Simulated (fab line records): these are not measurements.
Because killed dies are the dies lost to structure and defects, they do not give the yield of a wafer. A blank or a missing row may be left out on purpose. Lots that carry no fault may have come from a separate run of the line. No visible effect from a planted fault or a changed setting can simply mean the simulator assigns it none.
Lot-split experiment    flow n5 finfet    21 wafers read from 7 lots, route of 1938 steps

## THE SPLIT
At N5_SD_EPI_N_COAT_32 (time 60 s, resist thk 350 nm), the setting spin rpm was moved away from the recipe's 1500 rpm on 9 of the 21 wafers read, by -8.2% to +10.9%. All remaining wafers had this setting at the recipe value.

Reading taken at the split's own step.

## THE READING
SOC_of_SD_EPI_N_COAT_32.thk nm (the simulator's own value, which no gauge read), in nm, at N5_SD_EPI_N_COAT_32 (time 60 s, resist thk 350 nm). The file does not state a usual value for it. Here, 12 wafers ran the recipe; their average is 349.2 nm with a standard deviation of 1.1 nm.

wafer   tool, chamber at the split  spin rpm as run, rpm  against the recipe  SOC_of_SD_EPI_N_COAT_32.thk nm, nm  against lot-mates on the recipe
L074.3  litho track-02, 0           1377                  -8.2%               364.8                               +15.4
L074.4  litho track-02, 0           1377                  -8.2%               364.2                               +14.8
L074.6  litho track-02, 0           1500                  recipe              349.4                               -
L075.2  litho track-02, 0           1500                  recipe              348.6                               -
L075.3  litho track-02, 0           1379                  -8.1%               362.8                               +14.2
L075.5  litho track-02, 0           1379                  -8.1%               362.6                               +14.0
L086.2  litho track-03, 0           1617                  +7.8%               337.6                               no lot-mate on the recipe
L086.5  litho track-03, 0           1617                  +7.8%               337.6                               no lot-mate on the recipe
L086.6  litho track-03, 0           1617                  +7.8%               338.2                               no lot-mate on the recipe
L088.1  litho track-05, 0           1500                  recipe              348.4                               -
L088.3  litho track-05, 0           1664                  +10.9%              332.4                               -16.0
L088.5  litho track-05, 0           1664                  +10.9%              332.4                               -16.0
L089.1  litho track-02, 0           1500                  recipe              351.4                               -
L089.3  litho track-02, 0           1500                  recipe              350.6                               -
L089.4  litho track-02, 0           1500                  recipe              350.8                               -
L092.1  litho track-03, 0           1500                  recipe              348.6                               -
L092.4  litho track-03, 0           1500                  recipe              349                                 -
L092.6  litho track-03, 0           1500                  recipe              349                                 -
L097.1  litho track-03, 0           1500                  recipe              348.2                               -
L097.3  litho track-03, 0           1500                  recipe              347.8                               -
L097.4  litho track-03, 0           1500                  recipe              349                                 -

THE FIT
A straight line over all 21 wafers: SOC_of_SD_EPI_N_COAT_32.thk nm changes by -1.62 nm for each +1% of spin rpm; r = -0.99; the points scatter about the line by 1.1 nm.
The same after taking each lot's own level away (the mean of its wafers on the recipe; 18 wafers): -1.63 nm for each +1%; r = -1.00; scatter 0.84 nm.
Per that fit: largest spin rpm move, reading shift of 18 nm.
From 348.33 to 350.93 nm: that is the span of the lots' own levels, equal to 2.4 times the standard deviation above.
Hence the lot-to-lot level has little effect on the slope; both slopes agree.
Check: with one of the wafers moved furthest among these (+10.9%) left out of the fit, the line predicts -17.9 nm for it against its lot-mates. It came out at -16 nm against them.

## FURTHER SPLITS ON THESE WAFERS
Before the reading, these wafers also passed through other splits. Each is held against what the fit with the lots' levels taken away leaves over:
other split on the same wafers         wafers away from the commonest value  r with SOC_of_SD_EPI_N_COAT_32.thk nm (lot level and that fit taken away)
N5_WELL_APT_COAT_02 spin rpm           8                                     -0.46
N5_WELL_APT_DEVELOP_07 develop time s  6                                     -0.16
N5_FIN_SAQP_HM_DEP_03 time s           6                                     +0.07
N5_FIN_SAQP_PECVD_06 time s            4                                     -0.19
N5_FIN_SAQP_ETCH_64 bias w             11                                    -0.13
N5_DUMMY_GATE_HM_DEP_06 time s         15                                    -0.02
N5_DUMMY_GATE_COAT_28 spin rpm         6                                     +0.13

## THE FILE'S OWN FIT
SOC_of_SD_EPI_N_COAT_32.thk nm changes by -1.64 nm for each +1% of spin rpm, r = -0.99.
